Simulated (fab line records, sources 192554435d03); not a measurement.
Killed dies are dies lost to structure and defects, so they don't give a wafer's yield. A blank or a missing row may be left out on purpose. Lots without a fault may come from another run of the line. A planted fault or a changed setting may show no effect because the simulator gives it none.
A struck lot beside a sound one | flow n5_finfet | 17 steps out of a route of 1938
Sound: wafers L293.2, L293.3, L293.4. Struck: wafers L306.2, L306.4, L306.6. The cause comes at the end.
At each step with rows: each side's tool, then ch and its chambers, then its first start. Under that, the readings that differ: sound wafers | struck wafers | difference of the means | sigmas: that difference in standard deviations of wafers without a fault.
alike: readings whose means differ by less than 2 such deviations, and words and numbers that are the same on both sides. not compared: withheld readings, readings that some wafer has no value for, bounds like >300 that may hide the same value, and numbers for which the record gives no deviation and whose values overlap.
The two part at a step that has a row with sigmas, a row that says differs or no value, or rows on one side only. Numbers that don't overlap but have no deviation are shown without sigmas and don't part them. A reading that every wafer of one side lacks parts them only if that side has two wafers or more.

N5_BEOL_M11_ETCH_61: etches SiARC in CF4, target depth 39 nm, time 65 s.
  sound on rie_diel-04 ch 0,1,2, day 10 23:49; struck on rie_diel-05 ch 0,2,3, day 15 05:17
  alike: cf4_flow_sccm, drypump_motor_current_A, etch_rf_on_time_s, oes_product_au, rf_vpp_V, showerhead_plenum_p_Torr, throttle_valve_pct
  not compared: rf_hours_counter_h
N5_BEOL_M11_ETCH_62: etches SOC in N2/H2, target depth 110 nm, overetch 22 nm, time 165 s.
  sound on rie_diel-04 ch 0,1,2, day 10 23:52; struck on rie_diel-05 ch 0,2,3, day 15 05:20
  alike: drypump_motor_current_A, oes_product_au, rf_vpp_V, showerhead_plenum_p_Torr, throttle_valve_pct
  not compared: rf_hours_counter_h
then, 1 step without rows for these wafers: N5_BEOL_M11_STRIP_68 (strips in N2/H2).
N5_BEOL_M11_STRIP_67: strips in CF4.
  sound on rie_diel-04 ch 0,1,2, day 11 00:01; struck on rie_diel-05 ch 0,2,3, day 15 05:29
  alike: cf4_flow_sccm, drypump_motor_current_A, oes_product_au, rf_vpp_V, showerhead_plenum_p_Torr, throttle_valve_pct
  not compared: rf_hours_counter_h
N5_BEOL_M11_HM_OPEN_17: chemistry Cl2/BCl3, target TiN, target depth 20 nm, overetch 6 nm.
  sound on rie_metal-02 ch 0,1, day 11 00:03; struck on rie_metal-01 ch 0, day 15 05:33
  alike: drypump_motor_current_A, oes_product_au, throttle_valve_pct
  not compared: rf_hours_counter_h
N5_BEOL_M11_STRIP_19: strips in O2.
  sound on rie_diel-04 ch 0,2, day 11 00:12; struck on rie_diel-03 ch 2,3, day 15 05:49
  alike: drypump_motor_current_A, oes_product_au, rf_vpp_V, showerhead_plenum_p_Torr, throttle_valve_pct
  not compared: rf_hours_counter_h
N5_BEOL_M11_CD_MEAS_18: pitch 140 nm, target cd 70 nm.
  sound on cd_sem-03, day 11 00:16; struck on cd_sem-02, day 15 05:53
  alike: cd_nm
then, 5 steps without rows for these wafers: N5_BEOL_M11_COAT_63 (time 60 s, resist thk 100 nm); N5_BEOL_M11_COAT_64 (time 60 s, resist thk 30 nm); N5_BEOL_M11_COAT_22 (resist thk 90 nm); N5_BEOL_M11_EBR_24; N5_BEOL_M11_SOFTBAKE_23 (time 60 s).
N5_BEOL_M11_EXPOSE_25: exposes mask V10.
  sound on arfi_scanner-01 ch 0, day 11 02:24; struck on arfi_scanner-01 ch 0, day 15 08:55
  reading              | sound             | struck            | difference | sigmas
  exposure_dose_mJ_cm2 | 85.43 85.49 85.47 | 90.19 90.29 90.17 | +4.75      | +63
  alike: mask
then, 2 steps without rows for these wafers: N5_BEOL_M11_PEB_26 (peb time 60 s); N5_BEOL_M11_DEVELOP_27 (develop time 30 s).
N5_BEOL_M11_CD_MEAS_28: target cd 70 nm.
  sound on cd_sem-02 ch 0, day 11 02:31; struck on cd_sem-02 ch 0, day 15 09:03
  reading    | sound          | struck         | difference | sigmas
  cd_nm (nm) | 69.6 69.7 69.7 | 74.2 76.4 76.4 | +6.0       | +6
N5_BEOL_M11_OVL_MEAS_29:
  sound on overlay-02 ch 0, day 11 02:33; struck on overlay-02 ch 0, day 15 09:05
  alike: V10_OVL

WHERE THEY PART
First at N5_BEOL_M11_EXPOSE_25; last, within this record, at N5_BEOL_M11_CD_MEAS_28. Later steps at which nothing parts them and some readings are alike: N5_BEOL_M11_OVL_MEAS_29.

WHY: what the simulator had put in
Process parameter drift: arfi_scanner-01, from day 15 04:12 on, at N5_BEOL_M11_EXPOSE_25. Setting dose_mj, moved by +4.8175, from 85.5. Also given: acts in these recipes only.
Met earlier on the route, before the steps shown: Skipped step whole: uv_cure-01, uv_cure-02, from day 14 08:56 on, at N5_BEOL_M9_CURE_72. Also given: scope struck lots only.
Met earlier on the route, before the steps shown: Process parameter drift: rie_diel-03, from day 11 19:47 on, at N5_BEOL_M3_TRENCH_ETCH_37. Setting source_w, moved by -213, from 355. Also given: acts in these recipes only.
